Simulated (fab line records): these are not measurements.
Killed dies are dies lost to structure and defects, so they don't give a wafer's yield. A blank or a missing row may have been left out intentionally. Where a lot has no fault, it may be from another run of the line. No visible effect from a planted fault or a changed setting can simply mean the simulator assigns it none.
A lot that was struck, set against a sound lot + flow n5Finfet + 15 steps out of a route of 1938
Sound: the wafers L415.3, L415.5, L415.6. The struck wafers were L411.1, L411.2, L411.4. The cause is given at the end.
Order at every step that has rows: each side's tool, ch and its chambers, its first start. Under that, the readings that differ: sound wafers + struck wafers + difference of the means + sigmas: that difference in standard deviations of wafers without a fault.
alike: words and numbers the same on both sides, and readings whose means are apart by under 2 such deviations; not compared: readings that were withheld, readings missing a value for some wafer, numbers with overlapping values and no deviation given by the record, and bounds like >300 which may hide the same value.
A row with sigmas, a row that says differs or no value, or rows on one side alone: a step with any of these is where the two part. When numbers do not overlap yet have no deviation, they are printed without sigmas and do not part them. A reading that every wafer of one side lacks parts them only if that side has two wafers or more.

first, 4 steps without rows for these wafers: N5_BEOL_M0_SAQP_SOFTBAKE_09 (time 60 s); N5_BEOL_M0_SAQP_EXPOSE_11 (exposes mask M0 CORE, target cd 42 nm); N5_BEOL_M0_SAQP_PEB_12 (peb time 60 s); N5_BEOL_M0_SAQP_DEVELOP_13 (develop time 30 s).
N5_BEOL_M0_SAQP_CD_MEAS_14: the cd target is 42.5 nm.
  sound on cdSem-03 ch 0, day 9 08:47; struck on cdSem-01 ch 0, day 8 09:36
| reading   | sound          | struck         | difference | sigmas |
|-----------|----------------|----------------|------------|--------|
| cdNm (nm) | 41.8 42.2 42.2 | 42.5 42.9 42.9 | +0.7       | +2     |
N5_BEOL_M0_SAQP_OVL_MEAS_15:
  sound on overlay-01 ch 0, day 9 08:49; struck on overlay-02 ch 0, day 8 09:38
  alike: M0_CORE_OVL
N5_BEOL_M0_SAQP_INSPECT_16: inspects for defects (brightfield).
  sound on defectInspect-02, day 9 08:50; struck on defectInspect-02, day 8 09:39
  alike: rawDefectCount
N5_BEOL_M0_SAQP_DESCUM_19: chemistry O2, time 7.9 s.
  sound on rieDiel-05 ch 2,3, day 9 09:07; struck on rieDiel-01 ch 0,1,2, day 8 09:41
| reading             | sound | struck     | difference                   | sigmas |
|---------------------|-------|------------|------------------------------|--------|
| rfHoursCounterH (h) | - - - | 213 210 13 | no value on the sound wafers |        |
  alike: drypumpMotorCurrentA, oesProductAu, rfVppV, showerheadPlenumPTorr, throttleValvePct
N5_BEOL_M0_SAQP_ETCH_83: etches SiARC in CF4, target depth 39 nm, time 65 s.
  sound on rieDiel-05 ch 2,3, day 9 09:11; struck on rieDiel-01 ch 0,1,2, day 8 09:43
| reading             | sound | struck     | difference                   | sigmas |
|---------------------|-------|------------|------------------------------|--------|
| rfHoursCounterH (h) | - - - | 213 210 13 | no value on the sound wafers |        |
  alike: drypumpMotorCurrentA, etchRfOnTimeS, oesProductAu, rfVppV, showerheadPlenumPTorr, throttleValvePct
N5_BEOL_M0_SAQP_ETCH_84: etches SOC in N2/H2, target depth 100 nm, overetch 20 nm, time 150 s.
  sound on rieDiel-05 ch 2,3, day 9 09:17; struck on rieDiel-01 ch 0,1,2, day 8 09:46
| reading             | sound | struck     | difference                   | sigmas |
|---------------------|-------|------------|------------------------------|--------|
| rfHoursCounterH (h) | - - - | 213 210 13 | no value on the sound wafers |        |
  alike: drypumpMotorCurrentA, oesProductAu, rfVppV, showerheadPlenumPTorr, throttleValvePct
then, 1 step without rows for these wafers: N5_BEOL_M0_SAQP_STRIP_80 (strips in N2/H2).
N5_BEOL_M0_SAQP_HM_OPEN_112: chemistry CHF3/O2, target SiO2, stops on a-Si, target depth 12 nm, time 13.5 s.
  sound on rieDiel-05 ch 2,3, day 9 09:25; struck on rieDiel-01 ch 0,1,2, day 8 09:53
| reading             | sound | struck     | difference                   | sigmas |
|---------------------|-------|------------|------------------------------|--------|
| rfHoursCounterH (h) | - - - | 213 210 13 | no value on the sound wafers |        |
  alike: O2_flow_sccm, drypumpMotorCurrentA, oesProductAu, rfVppV, showerheadPlenumPTorr, throttleValvePct
N5_BEOL_M0_SAQP_STRIP_113: strips in CHF3/O2.
  sound on rieDiel-05 ch 2,3, day 9 09:28; struck on rieDiel-01 ch 0,1,2, day 8 09:56
| reading                                        | sound | struck  | difference | sigmas |
|------------------------------------------------|-------|---------|------------|--------|
| model.SiARC_of_BEOL_M0_SAQP_COAT_82.thkNm (nm) | 0 0 0 | 6 5.2 4 | +5         |        |
N5_BEOL_M0_SAQP_MANDREL_ETCH_20: etches a-Si in HBr/Cl2, stops on SiNx, target depth 60 nm, bt time 10 s, time 30 s.
  sound on rieSi-05 ch 0,2,3, day 9 09:30; struck on rieSi-05 ch 1,2,3, day 8 09:58
  alike: HBr_flow_sccm, drypumpMotorCurrentA, oesProductAu, throttleValvePct
  not compared: rfHoursCounterH
-- a jump in the record: the struck wafers' starts before and after are 3 days apart (it breaks off in module BEOL_M0_SAQP and resumes in module BEOL_M4, where the first step shown is number 1111 of the route) --
N5_BEOL_M4_RC_MEAS_101:
  sound on prober-01 ch 0, day 12 17:58; struck on prober-01 ch 0, day 11 03:37
  alike: DIBL_N, DIBL_P, IOFF_N, IOFF_P, ION_N, ION_P, SS_N, SS_P, VT_N, VT_P

WHERE THEY PART
Last at N5_BEOL_M0_SAQP_HM_OPEN_112 as far as this record goes, first at N5_BEOL_M0_SAQP_CD_MEAS_14. Later steps at which nothing parts them and some readings are alike: N5_BEOL_M0_SAQP_MANDREL_ETCH_20, N5_BEOL_M4_RC_MEAS_101.

WHY: whatever the simulator had introduced
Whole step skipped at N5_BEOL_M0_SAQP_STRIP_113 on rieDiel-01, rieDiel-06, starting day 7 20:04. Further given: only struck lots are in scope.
